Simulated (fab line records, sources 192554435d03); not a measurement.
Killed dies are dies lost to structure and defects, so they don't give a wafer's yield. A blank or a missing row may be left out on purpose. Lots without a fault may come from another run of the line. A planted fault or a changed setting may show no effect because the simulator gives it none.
Chamber matching | flow n5_finfet | N5_BEOL_M6_ETCH_65 on rie_diel-01: 4 sister chambers
The step etches SiARC in CF4, target depth 15.6 nm, time 26 s. 18 wafers are shown with their chamber, then 9 later ones without.

WAFERS WITH THEIR CHAMBER
wafer  | chamber | showerhead_plenum_p_Torr (Torr) | drypump_motor_current_A (A) | oes_product_au (a.u.)
L076.2 | 0       | 2.24                            | 6.2                         | 0.66
L076.5 | 0       | 2.24                            | 6.2                         | 0.67
L076.6 | 3       | 2.11                            | 6.4                         | 0.60
L074.3 | 0       | 2.24                            | 6.2                         | 0.67
L074.4 | 1       | 2.11                            | 5.9                         | 0.79
L074.5 | 1       | 2.11                            | 5.9                         | 0.79
L079.2 | 1       | 2.11                            | 5.9                         | 0.77
L079.3 | 3       | 2.11                            | 6.4                         | 0.59
L079.4 | 2       | 2.11                            | 5.5                         | 0.61
L081.1 | 1       | 2.11                            | 5.9                         | 0.76
L081.2 | 3       | 2.11                            | 6.4                         | 0.58
L081.6 | 3       | 2.11                            | 6.4                         | 0.58
L082.1 | 1       | 2.10                            | 5.9                         | 0.76
L082.3 | 2       | 2.11                            | 5.6                         | 0.59
L082.6 | 1       | 2.10                            | 5.9                         | 0.76
L084.1 | 0       | 2.24                            | 6.2                         | 0.65
L084.3 | 1       | 2.10                            | 5.9                         | 0.75
L084.5 | 1       | 2.10                            | 5.9                         | 0.75

SIGNATURES (means of the wafers above)
reading                  | chamber 0 | chamber 1 | chamber 2 | chamber 3 | scatter within a chamber
showerhead_plenum_p_Torr | 2.2400    | 2.1050    | 2.1100    | 2.1100    | 0.00378
drypump_motor_current_A  | 6.200     | 5.900     | 5.550     | 6.400     | 0.0189
oes_product_au           | 0.6625    | 0.7662    | 0.6000    | 0.5875    | 0.0135
Rule: a wafer's distance from a chamber is the root of the sum, over the readings, of the square of ((its reading less the chamber's mean) divided by the reading's scatter). The wafer belongs to the nearest chamber; if the next one is less than 2 further off, it can't be placed. The scatter: the root of (the sum of the squares of (reading less its chamber's mean) over the shown wafers, divided by (wafers less chambers)).

WAFERS WITHOUT THEIR CHAMBER
wafer  | showerhead_plenum_p_Torr (Torr) | drypump_motor_current_A (A) | oes_product_au (a.u.)
L086.3 | 2.10                            | 5.9                         | 0.75
L086.5 | 2.10                            | 6.4                         | 0.57
L086.6 | 2.11                            | 5.6                         | 0.58
L087.1 | 2.10                            | 6.0                         | 0.73
L087.2 | 2.23                            | 6.2                         | 0.64
L087.6 | 2.10                            | 6.4                         | 0.57
L092.3 | 2.23                            | 6.2                         | 0.64
L092.5 | 2.10                            | 6.4                         | 0.57
L092.6 | 2.23                            | 6.2                         | 0.63

WHICH CHAMBER EACH WENT THROUGH
wafer  | from the rows above | in truth
L086.3 | 1                   | 1
L086.5 | 3                   | 3
L086.6 | 2                   | 2
L087.1 | 1                   | 1
L087.2 | 0                   | 0
L087.6 | 3                   | 3
L092.3 | 0                   | 0
L092.5 | 3                   | 3
L092.6 | 0                   | 0
Placed correctly: 9 of 9. Can't be placed from these rows: 0. Placed wrongly: 0.
